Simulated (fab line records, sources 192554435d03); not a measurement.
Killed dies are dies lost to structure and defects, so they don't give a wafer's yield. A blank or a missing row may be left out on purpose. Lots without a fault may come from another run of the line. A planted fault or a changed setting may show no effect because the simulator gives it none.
Which tool did it? | flow n5_finfet | 10 lots, 29 wafers sampled, at 3 steps of a route of 1938

WHAT THE GAUGES READ, wafer by wafer
N5_FIN_SAQP_THK_MEAS_05.
lot  | measured    | on            | thk_nm (nm)
L755 | day 1 20:21 | film_metro-02 | 37.5 38.7 37.4
L756 | day 2 03:10 | film_metro-01 | 37.3 38.4
L758 | day 2 15:04 | film_metro-01 | 36.7 37.3 37.3
L762 | day 3 16:04 | film_metro-01 | 37.4 38.4 37.5
L766 | day 4 15:11 | film_metro-02 | 37.3 37.0 38.3
L767 | day 4 21:56 | film_metro-02 | 38.4 38.8 37.7
L769 | day 5 08:33 | film_metro-01 | 37.7 37.6 37.6
L773 | day 6 09:43 | film_metro-02 | 37.5 38.2 39.3
L774 | day 6 15:22 | film_metro-02 | 38.1 37.3 38.2
L776 | day 7 03:29 | film_metro-02 | 36.7 37.6 39.4

WHICH TOOL RAN EACH LOT (tool, then ch and the chambers of the sampled wafers, then the start)
lot  | N5_WELL_APT_COAT_02              | N5_PMOS_HMC_CHANNEL_EPI_ETCH_38
L755 | litho_track-01 ch 0, day 1 13:18 | rie_si-04 ch 1,2, day 1 17:25
L756 | litho_track-04 ch 0, day 1 19:20 | rie_si-04 ch 1,2, day 1 23:40
L758 | litho_track-03 ch 0, day 2 07:43 | rie_si-02 ch 1,2, day 2 12:01
L762 | litho_track-01 ch 0, day 3 07:25 | rie_si-02 ch 1,3, day 3 11:37
L766 | litho_track-04 ch 0, day 4 07:17 | rie_si-05 ch 0,1,2, day 4 11:30
L767 | litho_track-03 ch 0, day 4 13:17 | rie_si-04 ch 0,3, day 4 17:34
L769 | litho_track-04 ch 0, day 5 01:17 | rie_si-02 ch 0,1,3, day 5 05:37
L773 | litho_track-01 ch 0, day 6 01:25 | rie_si-02 ch 1,2,3, day 6 05:46
L774 | litho_track-04 ch 0, day 6 07:54 | rie_si-05 ch 0,3, day 6 12:15
L776 | litho_track-04 ch 0, day 6 19:25 | rie_si-02 ch 2,3, day 7 00:05
- N5_WELL_APT_COAT_02: resist thk 950 nm.
- N5_PMOS_HMC_CHANNEL_EPI_ETCH_38: etches SiO2 in CF4, target depth 1.5 nm.

THE ANSWER, worked out from the rows above alone
Rule: what is usual is taken from the lots themselves. Put in order of their means at a reading, lots are off if they are a third of the lots or fewer, leave a main group of 4 or more, and stand apart from it by a gap of 3 or more times the standard deviation of the main group's means; of several such gaps the widest counts. A main group whose means are all the same, to the digits that the tables above print for the reading, isn't used. A lot without any number at a reading at which 4 lots or more have one is off too. The other lots that the step has rows for count as sound.
No lot is off at any reading shown: from this, nothing can be told.

WHAT THE SIMULATOR HAD PUT IN
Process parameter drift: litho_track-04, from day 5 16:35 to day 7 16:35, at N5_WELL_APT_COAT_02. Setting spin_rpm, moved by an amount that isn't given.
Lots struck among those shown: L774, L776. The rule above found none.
